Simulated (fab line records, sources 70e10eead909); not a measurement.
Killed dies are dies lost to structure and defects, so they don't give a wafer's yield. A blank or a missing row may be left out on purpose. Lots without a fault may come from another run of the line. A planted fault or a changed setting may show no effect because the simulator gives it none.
Chamber matching | flow nand_harc | NHARC_A_CONTACT_DESCUM_13 on rie_diel-06: 4 sister chambers
The step chemistry O2, time 3 s. 14 wafers are shown with their chamber, then 7 later ones without.

WAFERS WITH THEIR CHAMBER
wafer  | chamber | drypump_motor_current_A (A) | oes_product_au (a.u.) | showerhead_plenum_p_Torr (Torr)
L076.1 | 3       | 5.5                         | 1.006                 | 1.78
L076.2 | 1       | 6.4                         | 0.992                 | 1.84
L076.6 | 2       | 5.8                         | 0.996                 | 1.94
L079.3 | 3       | 5.5                         | 1.002                 | 1.77
L079.4 | 1       | 6.5                         | 0.992                 | 1.83
L079.6 | 1       | 6.5                         | 0.998                 | 1.83
L083.1 | 0       | 5.8                         | 0.991                 | 1.83
L083.3 | 3       | 5.5                         | 1.008                 | 1.77
L083.5 | 2       | 5.8                         | 0.990                 | 1.93
L088.1 | 2       | 5.8                         | 0.998                 | 1.93
L088.2 | 0       | 5.8                         | 0.999                 | 1.82
L088.4 | 1       | 6.5                         | 0.998                 | 1.83
L091.3 | 3       | 5.5                         | 1.010                 | 2.08
L091.5 | 1       | 6.5                         | 1.000                 | 1.82

SIGNATURES (means of the wafers above)
reading                  | chamber 0 | chamber 1 | chamber 2 | chamber 3 | scatter within a chamber
drypump_motor_current_A  | 5.800     | 6.480     | 5.800     | 5.500     | 0.0283
oes_product_au           | 0.99500   | 0.99600   | 0.99467   | 1.00650   | 0.00397
showerhead_plenum_p_Torr | 1.8250    | 1.8300    | 1.9333    | 1.8500    | 0.0842
Rule: a wafer's distance from a chamber is the root of the sum, over the readings, of the square of ((its reading less the chamber's mean) divided by the reading's scatter). The wafer belongs to the nearest chamber; if the next one is less than 2 further off, it can't be placed. The scatter: the root of (the sum of the squares of (reading less its chamber's mean) over the shown wafers, divided by (wafers less chambers)).

WAFERS WITHOUT THEIR CHAMBER
wafer  | drypump_motor_current_A (A) | oes_product_au (a.u.) | showerhead_plenum_p_Torr (Torr)
L091.6 | 5.7                         | 0.997                 | 1.82
L095.3 | 5.8                         | 1.007                 | 1.92
L095.4 | 5.8                         | 0.999                 | 1.82
L095.6 | 6.5                         | 0.998                 | 1.82
L095.1 | 6.5                         | 0.998                 | 1.82
L095.2 | 5.6                         | 1.005                 | 2.07
L095.5 | 5.8                         | 1.011                 | 1.82

WHICH CHAMBER EACH WENT THROUGH
wafer  | from the rows above     | in truth
L091.6 | can't be placed: 0 or 2 | 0
L095.3 | can't be placed: 2 or 0 | 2
L095.4 | can't be placed: 0 or 2 | 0
L095.6 | 1                       | 1
L095.1 | 1                       | 1
L095.2 | 3                       | 3
L095.5 | can't be placed: 0 or 2 | 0
Placed correctly: 3 of 7. Can't be placed from these rows: 4 (the true chamber is among the candidates in 4). Placed wrongly: 0.
